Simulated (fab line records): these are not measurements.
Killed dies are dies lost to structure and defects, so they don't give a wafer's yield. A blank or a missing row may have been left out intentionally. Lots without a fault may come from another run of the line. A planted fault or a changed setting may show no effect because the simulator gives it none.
fab line records	flow nand_harc	part 1 of 2: steps 1 to 29 of 30
[record] lots = 6	wafers = 18	last_day = 33
route steps=1302 shown A_CHANNEL_HOLE_D2@582 A_CHANNEL_FILL_D2@610 END@1302
lots with no fault: from the same line, run without faults
start_h: hours from the record's opening day to when the first of the lot's shown wafers began	wait_h: hours elapsed since this lot's preceding step	" the same as in the row above	L1.1+2: several wafers, shown together as one row	- value missing, or start not given	* or withheld: withheld	< > ~ a bound
route shown NAME@n: names a module that has steps shown in the file, with the first one's number in the route	usual: the fault-free wafers' mean and standard deviation	same: alike in all rows	chamber/n: place in a boat	sites: the reading at each site	_std_site: their standard deviation	_edge_site: inner sites' mean taken away from outer sites' mean	radius_mm: how far each site lies from the wafer's centre	mask NAME#n: copy n	behind: the most recent tool/chamber to have shaped the wafer	hold: the reason the lot was held/the length of the hold in hours/how it ended	device: the n, p or np transistor that did not switch	end of line: tests run on the same wafers once the route is complete	step lacking rows: just its recipe	killed: dies that structure and defects cost at the first sort, which is not the same as the wafer's yield	map: a wafer's dies, x killed, . not, _ none there
set.NAME: the setting that was run; set.NAME@STEP: the one run at that earlier step	model.NAME: the simulator's own value behind a step, which no gauge read
lots seen at some steps along the route; tables by step, rows by wafer
services: a tool's chamber out of use, with start hour (start_h, from the record's first day; less than 0 if before it), hours out, and reason
[[steps]]
[step NHARC_A_CHANNEL_HOLE_D2_CD_MEAS_10]
[recipe] target_cd_nm = 100	landing_energy_ev = 500
[usual] cd_nm = 99.8/0.42
[same] landing_energy_ev = 500
lot.wafer	tool	chamber	start_h	wait_h	cd_nm
L666.3	cd_sem-01	0	317.56	-	100.0
L666.5	"	0	"	"	99.7
L666.6	"	0	"	"	100.5
L669.2	cd_sem-02	0	362.65	-	99.4
L669.3	"	0	"	"	99.0
L669.5	"	0	"	"	99.3
L670.1	cd_sem-02	0	369.17	-	99.8
L670.3	"	0	"	"	99.3
L670.5	"	0	"	"	100.0
L678.2	cd_sem-01	0	444.98	-	100.1
L678.4	"	0	"	"	99.7
L678.5	"	0	"	"	100.4
L683.1	cd_sem-03	0	487.66	-	99.7
L683.2	"	0	"	"	99.9
L683.4	"	0	"	"	99.2
L684.4	cd_sem-03	0	517.25	-	99.8
L684.5	"	0	"	"	99.1
L684.6	"	0	"	"	99.5
[step NHARC_A_CHANNEL_HOLE_D2_OVL_MEAS_11]
[usual] overlay_x_nm = -0.2/0.8	overlay_y_nm = -0.3/0.88
lot.wafer	tool	chamber	start_h	wait_h	overlay_x_nm	overlay_y_nm
L666.3	overlay-01	-	317.65	-	0.2	-0.9
L666.5	"	-	"	"	-0.6	-0.9
L666.6	"	-	"	"	0.5	-1.5
L669.2	overlay-02	-	362.73	-	-0.2	0.7
L669.3	"	-	"	"	-0.2	-0.3
L669.5	"	-	"	"	0.2	0.3
L670.1	overlay-01	-	369.26	-	1.1	-1.5
L670.3	"	-	"	"	0.6	-1.9
L670.5	"	-	"	"	0.7	-2.9
L678.2	overlay-01	-	445.06	-	1.3	0.6
L678.4	"	-	"	"	1.0	0.1
L678.5	"	-	"	"	1.4	-0.3
L683.1	overlay-01	-	487.75	-	0.5	0.5
L683.2	"	-	"	"	-0.2	0.3
L683.4	"	-	"	"	0.5	0.5
L684.4	overlay-02	-	517.34	-	-0.2	-0.2
L684.5	"	-	"	"	0.2	-0.4
L684.6	"	-	"	"	-0.3	-0.1
[step NHARC_A_CHANNEL_HOLE_D2_INSPECT_12]
[usual] raw_defect_count = 33/21
lot.wafer	tool	chamber	start_h	wait_h	raw_defect_count
L666.3	defect_inspect-02	-	317.68	0.0	48
L666.5	"	-	"	"	45
L666.6	"	-	"	"	55
L669.2	defect_inspect-01	-	362.77	0.0	8
L669.3	"	-	"	"	10
L669.5	"	-	"	"	8
L670.1	defect_inspect-01	-	369.30	0.0	52
L670.3	"	-	"	"	65
L670.5	"	-	"	"	53
L678.2	defect_inspect-02	-	445.10	0.0	17
L678.4	"	-	"	"	18
L678.5	"	-	"	"	15
L683.1	defect_inspect-02	-	487.79	0.0	22
L683.2	"	-	"	"	23
L683.4	"	-	"	"	13
L684.4	defect_inspect-01	-	517.37	0.0	5
L684.5	"	-	"	"	6
L684.6	"	-	"	"	8
[step NHARC_A_CHANNEL_HOLE_D2_DESCUM_15]
[recipe] time_s = 3	o2_flow_sccm = 200	ar_flow_sccm = 0	bias_power_w = 0	chemistry = O2
[step NHARC_A_CHANNEL_HOLE_D2_ETCH_38]
[recipe] target_depth_a = 390	over_etch_frac = 0.3	time_s = 65	ion_energy_ev = 80	cf4_flow_sccm = 150	ar_flow_sccm = 0	rf_w = 300	bias_w = 100	chemistry = CF4
[step NHARC_A_CHANNEL_HOLE_D2_ETCH_39]
[recipe] target_depth_a = 2600	over_etch_frac = 0.3	time_s = 325	ion_energy_ev = 200	n2_flow_sccm = 150	h2_flow_sccm = 150	ar_flow_sccm = 0	rf_w = 400	bias_w = 150	chemistry = N2/H2
[step NHARC_A_CHANNEL_HOLE_D2_ETCH_34]
[recipe] target_depth_a = 1540	time_s = 77	cf4_flow_sccm = 100	chf3_flow_sccm = 30	ar_flow_sccm = 0	rf_w = 500	bias_w = 200	chemistry = CF4/CHF3
[step NHARC_A_CHANNEL_HOLE_D2_ETCH_16]
[recipe] target_depth_a = 31000	over_etch_frac = 0.3	time_s = 806	ion_energy_ev = 150	o2_flow_sccm = 400	cos_flow_sccm = 20	ar_flow_sccm = 0	rf_w = 500	bias_w = 300	chemistry = O2/COS
[usual] bias_w = 300.0/0.85	cos_flow_sccm = 19.99/0.065	drypump_motor_current_A = 5.5/0.41	oes_product_au = 0.998/0.0078	rf_vpp_V = 313.1/1.7	showerhead_plenum_p_Torr = 3.06/0.099	throttle_valve_pct = 28.331/0.0083
lot.wafer	tool	chamber	start_h	wait_h	bias_w	cos_flow_sccm	drypump_motor_current_A	oes_product_au	rf_hours_counter_h	rf_vpp_V	showerhead_plenum_p_Torr	throttle_valve_pct
L666.3	rie_diel-06	3	-	-	299.8	20.09	5.7	0.986	0.4	313.6	3.13	28.326
L666.6	"	0	"	"	300.5	19.98	5.4	1.006	-	315.0	3.18	28.334
L666.5	"	2	"	"	299.9	19.89	6.4	0.994	-	312.2	3.02	28.326
L669.2	rie_diel-09	2	-	-	299.1	20.03	5.5	0.992	2.1	311.0	2.91	28.326
L669.3	"	0	"	"	300.4	20.02	5.1	1.004	2.1	313.1	3.05	28.325
L669.5	"	1	"	"	300.6	19.97	5.2	0.995	-	314.8	3.23	28.344
L670.3	rie_diel-06	2	-	-	299.5	19.95	6.4	0.993	4.2	313.3	3.02	28.334
L670.1	"	0	"	"	298.9	20.06	5.4	1.009	3.9	313.2	3.17	28.330
L670.5	"	2	"	"	300.4	19.98	6.3	1.005	-	312.7	3.01	28.324
L678.2	rie_diel-02	1	-	-	299.7	19.97	5.7	0.993	2.8	313.1	2.96	28.321
L678.4	"	2	"	"	301.0	19.93	5.8	0.996	2.3	312.1	2.94	28.350
L678.5	"	0	"	"	300.1	20.08	6.4	0.997	-	313.5	3.09	28.334
L683.4	rie_diel-09	0	-	-	298.7	20.04	5.1	1.011	9.3	312.5	3.04	28.329
L683.2	"	1	"	"	299.9	20.02	5.2	1.003	9.6	316.1	3.22	28.317
L683.1	"	2	"	"	300.3	19.88	5.5	0.988	9.8	312.2	2.90	28.324
L684.4	rie_diel-02	2	-	-	299.7	19.80	5.8	1.004	7.5	311.7	2.93	28.333
L684.5	"	3	"	"	300.6	20.05	5.6	0.997	-	313.2	3.08	28.338
L684.6	"	0	"	"	298.5	19.91	6.4	0.983	-	313.9	3.09	28.332
[step NHARC_A_CHANNEL_HOLE_D2_CD_MEAS_18]
[usual] cd_nm = 99.3/1.6
lot.wafer	tool	chamber	start_h	wait_h	cd_nm
L666.3	cd_sem-01	-	319.06	-	96.7
L666.5	"	-	"	"	97.6
L666.6	"	-	"	"	99.3
L669.2	cd_sem-02	-	363.94	-	97.0
L669.3	"	-	"	"	96.9
L669.5	"	-	"	"	95.3
L670.1	cd_sem-02	-	370.46	-	101.6
L670.3	"	-	"	"	99.1
L670.5	"	-	"	"	98.9
L678.2	cd_sem-01	-	446.27	-	98.3
L678.4	"	-	"	"	98.5
L678.5	"	-	"	"	98.4
L683.1	cd_sem-03	-	488.95	-	97.7
L683.2	"	-	"	"	97.4
L683.4	"	-	"	"	99.7
L684.4	cd_sem-01	-	518.55	-	100.4
L684.5	"	-	"	"	98.3
L684.6	"	-	"	"	98.5
[step NHARC_A_CHANNEL_HOLE_D2_ETCH_19]
[recipe] bias_v = 1200	source_w = 2500	pressure_mtorr = 15	time_s = 34.5	ar_flow_sccm = 375	c4f8_flow_sccm = 28.8	o2_flow_sccm = 96.2	temp_c = -20	target_depth_a = *	chemistry = C4F8/O2/Ar
[step NHARC_A_CHANNEL_HOLE_D2_ETCH_20]
[recipe] bias_v = 3000	source_w = withheld	pressure_mtorr = 20	time_s = 361.9	ar_flow_sccm = 375	c4f8_flow_sccm = 89.3	o2_flow_sccm = 35.7	temp_c = -20	target_depth_a = 16000	chemistry = C4F8/O2/Ar
[usual] c4f8_flow_sccm = 89.22/0.27	drypump_motor_current_A = 5.59/0.22	he_backside_leak_sccm = 6.0/0.71	showerhead_plenum_p_Torr = 3.68/0.17	throttle_valve_pct = 32.155/0.009
lot.wafer	tool	chamber	start_h	wait_h	c4f8_flow_sccm	drypump_motor_current_A	he_backside_leak_sccm	rf_hours_counter_h	showerhead_plenum_p_Torr	throttle_valve_pct
L666.3	har_etch-01	0	319.34	0.2	89.45	5.66	5.8	-	3.65	32.151
L666.5	"	0	"	"	89.01	5.67	5.5	-	3.65	32.153
L666.6	"	1	"	"	89.48	5.88	6.7	-	3.64	32.146
L669.2	har_etch-02	0	364.13	0.1	89.14	5.59	7.1	398	3.40	32.144
L669.3	"	0	"	"	89.03	5.58	7.0	-	3.40	32.156
L669.5	"	0	"	"	89.14	5.58	7.0	-	3.40	32.163
L670.1	har_etch-02	0	372.07	0.1	89.64	5.58	7.4	406	3.40	32.170
L670.3	"	1	"	"	89.47	5.29	6.0	-	3.49	32.169
L670.5	"	0	"	"	89.18	5.59	7.3	-	3.39	32.151
L678.2	har_etch-02	0	446.50	0.1	88.97	5.56	5.9	41	3.91	32.153
L678.4	"	0	"	"	89.25	5.54	5.8	-	3.91	32.161
L678.5	"	0	"	"	89.49	5.56	5.9	-	3.91	32.152
L683.1	har_etch-01	0	489.14	0.1	89.35	5.69	5.8	256	3.60	32.141
L683.2	"	1	"	"	89.09	5.89	7.0	256	3.59	32.139
L683.4	"	1	"	"	89.52	5.92	7.2	-	3.59	32.154
L684.4	har_etch-02	0	521.89	0.2	88.88	5.60	6.1	-	3.89	32.149
L684.5	"	1	"	"	89.45	5.30	5.1	-	3.89	32.162
L684.6	"	0	"	"	89.26	5.60	5.9	-	3.89	32.158
[step NHARC_A_CHANNEL_HOLE_D2_ETCH_21]
[recipe] bias_v = 3000	source_w = withheld	pressure_mtorr = 20	time_s = 514.3	ar_flow_sccm = 375	c4f8_flow_sccm = 89.3	o2_flow_sccm = 35.7	temp_c = -20	target_depth_a = 16000	chemistry = C4F8/O2/Ar
[step NHARC_A_CHANNEL_HOLE_D2_ETCH_22]
[recipe] bias_v = 3000	source_w = withheld	pressure_mtorr = 20	time_s = 666.7	ar_flow_sccm = 375	c4f8_flow_sccm = 89.3	o2_flow_sccm = 35.7	temp_c = -20	target_depth_a = 16000	chemistry = C4F8/O2/Ar
[usual] c4f8_flow_sccm = 89.35/0.27	drypump_motor_current_A = 5.59/0.22	he_backside_leak_sccm = 6.1/0.86	showerhead_plenum_p_Torr = 3.68/0.17	throttle_valve_pct = 32.155/0.0095
lot.wafer	tool	chamber	start_h	wait_h	c4f8_flow_sccm	drypump_motor_current_A	he_backside_leak_sccm	rf_hours_counter_h	showerhead_plenum_p_Torr	throttle_valve_pct
L666.3	har_etch-01	0	320.17	0.4	89.00	5.64	5.5	-	3.65	32.153
L666.5	"	0	"	"	89.50	5.66	5.4	-	3.65	32.144
L666.6	"	1	"	"	89.52	5.90	6.7	-	3.64	32.146
L669.2	har_etch-02	0	364.89	0.4	89.82	5.60	7.0	399	3.40	32.152
L669.3	"	0	"	"	89.79	5.60	6.8	-	3.40	32.146
L669.5	"	0	"	"	89.47	5.59	7.0	-	3.40	32.174
L670.1	har_etch-02	0	372.82	0.4	89.30	5.57	7.3	407	3.39	32.160
L670.3	"	1	"	"	88.78	5.29	6.1	-	3.49	32.176
L670.5	"	0	"	"	89.24	5.58	7.1	-	3.40	32.145
L678.2	har_etch-02	0	447.30	0.4	89.49	5.56	6.0	42	3.91	32.155
L678.4	"	0	"	"	89.35	5.59	5.9	-	3.91	32.154
L678.5	"	0	"	"	89.66	5.58	5.8	-	3.91	32.150
L683.1	har_etch-01	0	489.90	0.4	89.21	5.69	5.3	257	3.60	32.147
L683.2	"	1	"	"	89.26	5.90	7.6	257	3.59	32.176
L683.4	"	1	"	"	89.48	5.89	7.4	-	3.59	32.139
L684.4	har_etch-02	0	522.78	0.4	88.89	5.57	6.1	-	3.89	32.153
L684.5	"	1	"	"	89.16	5.29	5.0	-	3.89	32.146
L684.6	"	0	"	"	89.48	5.57	10.8	-	3.88	32.153
[step NHARC_A_CHANNEL_HOLE_D2_ETCH_23]
[recipe] bias_v = 5000	source_w = withheld	pressure_mtorr = 20	time_s = 819	ar_flow_sccm = 375	c4f8_flow_sccm = 89.3	o2_flow_sccm = 35.7	temp_c = -20	target_depth_a = 16000	chemistry = C4F8/O2/Ar
[usual] c4f8_flow_sccm = 89.26/0.27	drypump_motor_current_A = 5.59/0.22	he_backside_leak_sccm = 6.0/0.72	showerhead_plenum_p_Torr = 3.68/0.17	throttle_valve_pct = 32.156/0.0096
lot.wafer	tool	chamber	start_h	wait_h	c4f8_flow_sccm	drypump_motor_current_A	he_backside_leak_sccm	rf_hours_counter_h	showerhead_plenum_p_Torr	throttle_valve_pct
L666.3	har_etch-01	0	320.78	0.5	89.61	5.67	5.4	-	3.65	32.157
L666.5	"	0	"	"	89.21	5.64	5.5	-	3.65	32.163
L666.6	"	1	"	"	89.65	5.90	6.9	-	3.64	32.167
L669.2	har_etch-02	0	365.45	0.5	89.70	5.59	7.2	400	3.40	32.152
L669.3	"	0	"	"	89.66	5.58	7.2	-	3.40	32.159
L669.5	"	0	"	"	89.86	5.58	7.1	-	3.40	32.160
L670.1	har_etch-02	0	373.38	0.5	89.07	5.59	7.3	407	3.39	32.158
L670.3	"	1	"	"	88.93	5.29	6.1	-	3.49	32.148
L670.5	"	0	"	"	89.23	5.58	7.3	-	3.39	32.160
L678.2	har_etch-02	0	447.89	0.5	89.43	5.60	5.9	43	3.91	32.139
L678.4	"	0	"	"	89.40	5.58	5.9	-	3.91	32.153
L678.5	"	0	"	"	89.51	5.58	5.8	-	3.91	32.150
L683.1	har_etch-01	0	490.46	0.5	89.38	5.64	5.3	258	3.60	32.140
L683.2	"	1	"	"	89.16	5.87	7.0	258	3.59	32.165
L683.4	"	1	"	"	89.01	5.87	6.9	-	3.59	32.150
L684.4	har_etch-02	0	523.41	0.5	89.72	5.57	5.7	-	3.88	32.152
L684.5	"	1	"	"	89.36	5.28	5.3	-	3.88	32.166
L684.6	"	0	"	"	89.22	5.56	5.9	-	3.89	32.167
[step NHARC_A_CHANNEL_HOLE_D2_ETCH_24]
[recipe] bias_v = 5000	source_w = withheld	pressure_mtorr = 20	time_s = 906.2	ar_flow_sccm = 375	c4f8_flow_sccm = 93.8	o2_flow_sccm = 31.2	temp_c = -20	target_depth_a = 15000	chemistry = C4F8/O2/Ar
[step NHARC_A_CHANNEL_HOLE_D2_ETCH_25]
[recipe] bias_v = 5000	source_w = withheld	pressure_mtorr = 20	time_s = 1040.2	ar_flow_sccm = 375	c4f8_flow_sccm = 93.8	o2_flow_sccm = 31.2	temp_c = -20	target_depth_a = 15000	chemistry = C4F8/O2/Ar
[step NHARC_A_CHANNEL_HOLE_D2_ETCH_26]
[recipe] bias_v = 300	source_w = 2000	pressure_mtorr = 30	time_s = 224.1	ar_flow_sccm = 375	c4f8_flow_sccm = 11.4	o2_flow_sccm = 113.6	temp_c = -20	target_depth_a = 3000	chemistry = C4F8/O2/Ar
[step NHARC_A_CHANNEL_HOLE_D2_ETCH_27]
[recipe] bias_v = 400	source_w = 2000	pressure_mtorr = 25	time_s = 90	ar_flow_sccm = 375	c4f8_flow_sccm = 41.7	o2_flow_sccm = 83.3	temp_c = -20	target_depth_a = 4000	chemistry = C4F8/O2/Ar
[step NHARC_A_CHANNEL_HOLE_D2_STRIP_41]
[recipe] n2_flow_sccm = 150	h2_flow_sccm = 150	ar_flow_sccm = 0	bias_w = 0	chemistry = N2/H2
[step NHARC_A_CHANNEL_HOLE_D2_STRIP_42]
[recipe] cf4_flow_sccm = 100	chf3_flow_sccm = 30	ar_flow_sccm = 0	bias_w = 0	chemistry = CF4/CHF3
[step NHARC_A_CHANNEL_HOLE_D2_STRIP_43]
[recipe] o2_flow_sccm = 400	cos_flow_sccm = 20	ar_flow_sccm = 0	bias_w = 0	chemistry = O2/COS
[step NHARC_A_CHANNEL_HOLE_D2_ETCH_44]
[recipe] target_depth_a = 1400	overetch_a = 140	time_s = 77	ion_energy_ev = 100	cf4_flow_sccm = 80	o2_flow_sccm = 20	ar_flow_sccm = 0	rf_w = 300	bias_w = 100	chemistry = CF4/O2
[step NHARC_A_CHANNEL_HOLE_D2_STRIP_28]
[recipe] o2_flow_sccm = 500	ar_flow_sccm = 0	bias_w = 0	chemistry = O2
[usual] drypump_motor_current_A = 5.5/0.41	oes_product_au = 0.998/0.0087	rf_vpp_V = 57.7/0.83	showerhead_plenum_p_Torr = 3.47/0.11	throttle_valve_pct = 17.037/0.0093
[same] bias_w = 0
lot.wafer	tool	chamber	start_h	wait_h	drypump_motor_current_A	oes_product_au	rf_hours_counter_h	rf_vpp_V	showerhead_plenum_p_Torr	throttle_valve_pct
L666.3	rie_diel-06	0	-	-	5.4	1.001	1.7	57.0	3.59	17.052
L666.6	"	2	"	"	6.4	0.991	-	57.9	3.41	17.032
L666.5	"	3	"	"	5.7	0.990	-	58.2	3.53	17.045
L669.2	rie_diel-09	3	-	-	5.0	0.992	2.3	58.7	3.54	17.030
L669.3	"	2	"	"	5.5	0.983	2.7	55.5	3.29	17.039
L669.5	"	3	"	"	5.0	0.998	-	59.1	3.54	17.040
L670.3	rie_diel-06	1	-	-	5.8	0.995	2.2	57.1	3.45	17.054
L670.1	"	2	"	"	6.4	0.990	4.9	56.5	3.41	17.048
L670.5	"	0	"	"	5.4	1.011	-	57.6	3.59	17.041
L678.2	rie_diel-02	2	-	-	5.8	1.004	2.5	57.8	3.32	17.041
L678.4	"	3	"	"	5.7	1.015	2.6	57.5	3.48	17.045
L678.5	"	0	"	"	6.4	0.992	-	56.1	3.49	17.045
L683.2	rie_diel-09	2	-	-	5.5	0.988	10.7	55.9	3.29	17.029
L683.4	"	3	"	"	5.0	1.000	10.4	58.1	3.53	17.031
L683.1	"	0	"	"	5.1	1.001	10.5	57.1	3.44	17.025
L684.4	rie_diel-09	2	-	-	5.5	0.995	0.9	57.1	3.28	17.038
L684.5	"	0	"	"	5.1	1.003	-	57.3	3.44	17.036
L684.6	"	1	"	"	5.2	1.002	-	58.2	3.64	17.035
[step NHARC_A_CHANNEL_HOLE_D2_PRECLEAN_29]
[recipe] time_s = *	temp_c = 50	bath_age_min = 0	chemistry = SC1
[step NHARC_A_CHANNEL_HOLE_D2_SRD_30]
[step NHARC_A_CHANNEL_HOLE_D2_CD_MEAS_31]
[usual] cd_nm = 90.0/1.1
lot.wafer	tool	chamber	start_h	wait_h	cd_nm
L666.3	cd_sem-01	-	324.83	-	91.7
L666.5	"	-	"	"	93.2
L666.6	"	-	"	"	91.9
L669.2	cd_sem-03	-	369.54	-	90.8
L669.3	"	-	"	"	89.8
L669.5	"	-	"	"	89.9
L670.1	cd_sem-02	-	377.63	-	90.3
L670.3	"	-	"	"	91.2
L670.5	"	-	"	"	91.2
L678.2	cd_sem-03	-	451.86	-	88.5
L678.4	"	-	"	"	90.0
L678.5	"	-	"	"	88.5
L683.1	cd_sem-03	-	494.55	-	90.4
L683.2	"	-	"	"	91.0
L683.4	"	-	"	"	88.6
L684.4	cd_sem-03	-	527.15	-	89.4
L684.5	"	-	"	"	89.0
L684.6	"	-	"	"	87.8
[step NHARC_A_CHANNEL_HOLE_D2_XSEM_32]
[recipe] landing_energy_ev = 35000
[usual] bot_cd_nm = 74.6/1.3	bow_nm = 8.58/0.28	tilt_deg = 0.07/0.035
[same] landing_energy_ev = 35000
lot.wafer	tool	chamber	start_h	wait_h	bot_cd_nm	bow_nm	tilt_deg
L666.3	xsem-02	0	324.93	0.1	76.9	8.12	0.06
L666.5	"	0	"	"	77.9	8.13	0.06
L666.6	"	0	"	"	77.4	8.10	0.06
L669.2	xsem-02	0	369.63	0.1	75.4	8.41	0.05
L669.3	"	0	"	"	74.0	8.39	0.05
L669.5	"	0	"	"	75.0	8.45	0.05
L670.1	xsem-02	0	377.72	0.1	74.9	8.58	0.10
L670.3	"	0	"	"	76.2	8.57	0.10
L670.5	"	0	"	"	75.3	8.62	0.10
L678.2	xsem-01	0	451.95	0.1	73.2	8.81	0.12
L678.4	"	0	"	"	76.3	8.78	0.12
L678.5	"	0	"	"	73.7	8.75	0.12
L683.1	xsem-01	0	494.64	0.1	75.4	8.75	0.06
L683.2	"	0	"	"	75.6	8.74	0.06
L683.4	"	0	"	"	73.6	8.82	0.06
L684.4	xsem-01	0	527.24	0.1	73.1	8.82	0.03
L684.5	"	0	"	"	73.3	8.79	0.03
L684.6	"	0	"	"	72.5	8.84	0.03
[step NHARC_A_CHANNEL_HOLE_D2_INSPECT_40]
[usual] raw_defect_count = 299/80
lot.wafer	tool	chamber	start_h	wait_h	raw_defect_count
L666.3	defect_inspect-02	-	325.02	-	422
L666.5	"	-	"	"	253
L666.6	"	-	"	"	233
L669.2	defect_inspect-02	-	369.72	-	1733
L669.3	"	-	"	"	1708
L669.5	"	-	"	"	1720
L670.1	defect_inspect-02	-	377.82	-	1614
L670.3	"	-	"	"	1644
L670.5	"	-	"	"	1592
L678.2	defect_inspect-01	-	452.04	-	185
L678.4	"	-	"	"	181
L678.5	"	-	"	"	173
L683.1	defect_inspect-02	-	494.74	-	339
L683.2	"	-	"	"	234
L683.4	"	-	"	"	234
L684.4	defect_inspect-02	-	527.32	-	262
L684.5	"	-	"	"	411
L684.6	"	-	"	"	211
[step NHARC_A_CHANNEL_FILL_D2_PRECLEAN_00]
[recipe] time_s = *	temp_c = 50	bath_age_min = 0	chemistry = SC1
[[key]]
[first_sign] step = NHARC_A_CHANNEL_HOLE_D2_INSPECT_40	reading = raw_defect_count	direction = up	sigmas = 17	usual = 299	struck = 1668
[effect] step = NHARC_END_SORT_01	reading = killed_at_array	direction = up	sigmas = 4.6	usual = 51	struck = 124
[more_kills_born_at] NHARC_A_CHANNEL_HOLE_D2_ETCH_22@har_etch-02 = 365
met_at NHARC_A_CHANNEL_HOLE_D2_ETCH_22
struck_wafers L669.2,L669.3,L669.5,L670.1,L670.3,L670.5
tester_left_out L669,L670
also_fits NHARC_A_CHANNEL_HOLE_D2_XSEM_32:xsem-02
[fault] kind = chamber_particle_source	tool = har_etch-02	chamber = -	onset_h = 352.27	steps = NHARC_A_CHANNEL_HOLE_D2_ETCH_22	rate_per_visit_cm2 = 1.982	end_h = 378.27
// tester_left_out: of these lots the tester's yield and bins aren't shown, on N5 and GAA mostly nor the transistor test; their killed dies are dies lost to structure and defects alone, not to doping, threshold or leakage, so they don't give the yield
